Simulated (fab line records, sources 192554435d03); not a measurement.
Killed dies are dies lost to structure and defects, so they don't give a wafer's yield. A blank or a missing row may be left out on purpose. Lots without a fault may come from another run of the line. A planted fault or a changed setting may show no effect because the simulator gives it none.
Which tool did it? | flow n5_finfet | 6 lots, 17 wafers sampled, at 2 steps of a route of 1938

WHAT THE GAUGES READ, wafer by wafer
N5_WELL_APT_INSPECT_38: inspects for defects (darkfield).
lot  | measured    | on                | raw_defect_count
L800 | day 2 03:10 | defect_inspect-01 | 16 15 23
L803 | day 2 16:59 | defect_inspect-02 | 14 9 14
L805 | day 3 06:24 | defect_inspect-02 | 10 16
L812 | day 4 23:01 | defect_inspect-01 | 16 18 14
L818 | day 6 11:22 | defect_inspect-01 | 5 15 11
L821 | day 7 05:34 | defect_inspect-02 | 15 6 12

WHICH TOOL RAN EACH LOT (tool, then ch and the chambers of the sampled wafers, then the start)
lot  | N5_WELL_APT_DESCUM_30
L800 | rie_diel-05 ch 1,3, day 1 21:07
L803 | rie_diel-05 ch 0,1,3, day 2 14:56
L805 | rie_diel-05 ch 2, day 3 04:33
L812 | rie_diel-05 ch 1,2,3, day 4 20:55
L818 | rie_diel-03 ch 0,2,3, day 6 09:32
L821 | rie_diel-03 ch 0,1,2, day 7 03:44
- N5_WELL_APT_DESCUM_30: chemistry O2, time 7.9 s.

THE ANSWER, worked out from the rows above alone
Rule: what is usual is taken from the lots themselves. Put in order of their means at a reading, lots are off if they are a third of the lots or fewer, leave a main group of 4 or more, and stand apart from it by a gap of 3 or more times the standard deviation of the main group's means; of several such gaps the widest counts. A main group whose means are all the same, to the digits that the tables above print for the reading, isn't used. A lot without any number at a reading at which 4 lots or more have one is off too. The other lots that the step has rows for count as sound.
No lot is off at any reading shown: from this, nothing can be told.

WHAT THE SIMULATOR HAD PUT IN
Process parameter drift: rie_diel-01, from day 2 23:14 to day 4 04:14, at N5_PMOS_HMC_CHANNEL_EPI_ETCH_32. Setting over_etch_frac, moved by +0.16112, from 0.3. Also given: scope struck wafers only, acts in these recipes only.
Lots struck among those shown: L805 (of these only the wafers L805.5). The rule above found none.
